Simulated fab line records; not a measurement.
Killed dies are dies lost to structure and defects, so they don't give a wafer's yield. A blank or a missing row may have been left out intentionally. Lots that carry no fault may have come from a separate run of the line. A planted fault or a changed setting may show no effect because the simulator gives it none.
Matching of chambers	flow n5_finfet	N5_BEOL_M7_ILD_DEP_00 on pecvd-04 has 3 sister chambers
The step deposits SiCOH lowk from DEMS/porogen, target thk 179.75 nm, time 33.4 s. 20 wafers are shown with their chamber, then 10 later ones without.

WAFERS PAIRED WITH THEIR CHAMBERS
wafer	chamber	showerhead_plenum_p_Torr (Torr)	throttle_valve_pct (%)	rf_fwd_power_W (W)
L075.3	2	5.741	14.2	494.4
L075.4	0	5.717	13.4	499.0
L075.6	2	5.745	14.1	494.1
L074.2	1	5.725	14.1	494.1
L074.5	1	5.719	14.2	493.4
L074.6	2	5.748	14.1	495.1
L076.1	2	5.763	14.5	496.6
L076.3	0	5.718	13.2	493.3
L076.5	2	5.761	14.0	495.0
L078.1	0	5.703	13.4	499.2
L078.5	0	5.702	13.2	499.4
L078.6	2	5.745	14.1	495.7
L081.3	0	5.705	13.6	495.8
L081.4	0	5.706	13.3	497.0
L081.5	2	5.766	14.1	497.5
L083.2	1	5.721	13.9	492.2
L083.5	0	5.715	13.2	496.9
L083.6	2	5.733	13.9	496.5
L088.2	2	5.745	14.5	494.7
L088.5	2	5.782	13.9	492.8

SIGNATURES, as means of the wafers listed above
reading	chamber 0	chamber 1	chamber 2	scatter within a chamber
showerhead_plenum_p_Torr	5.70943	5.72167	5.75290	0.0115
throttle_valve_pct	13.329	14.067	14.140	0.185
rf_fwd_power_W	497.229	493.233	495.240	1.69
Rule: a wafer's distance from a chamber is the root of the sum, over the readings, of the square of ((its reading less the chamber's mean) divided by the reading's scatter). If the next closest chamber is less than 2 further off than the closest, the wafer can't be placed; otherwise it belongs to the closest. The scatter: the root of (the sum of the squares of (reading less its chamber's mean) over the shown wafers, divided by (wafers less chambers)).

WAFERS WHOSE CHAMBER IS MISSING
wafer	showerhead_plenum_p_Torr (Torr)	throttle_valve_pct (%)	rf_fwd_power_W (W)
L088.6	5.714	14.0	494.2
L090.2	5.730	14.3	497.1
L090.4	5.740	14.3	494.2
L090.5	5.726	13.2	498.4
L093.1	5.743	13.8	495.4
L093.2	5.763	14.3	495.6
L093.6	5.722	14.3	495.2
L094.1	5.759	14.2	494.9
L094.4	5.754	14.2	496.5
L094.5	5.715	13.4	499.5

CHAMBER TAKEN BY EACH
wafer	from the rows above	in truth
L088.6	1	1
L090.2	can't be placed: 2 or 1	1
L090.4	can't be placed: 2 or 1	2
L090.5	0	0
L093.1	can't be placed: 2 or 1 or 0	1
L093.2	2	2
L093.6	can't be placed: 1 or 2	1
L094.1	2	2
L094.4	2	2
L094.5	0	0
6 of 10 placed correctly. These rows do not allow placing 4 (true chamber among the candidates in 4). Number placed wrongly: 0.
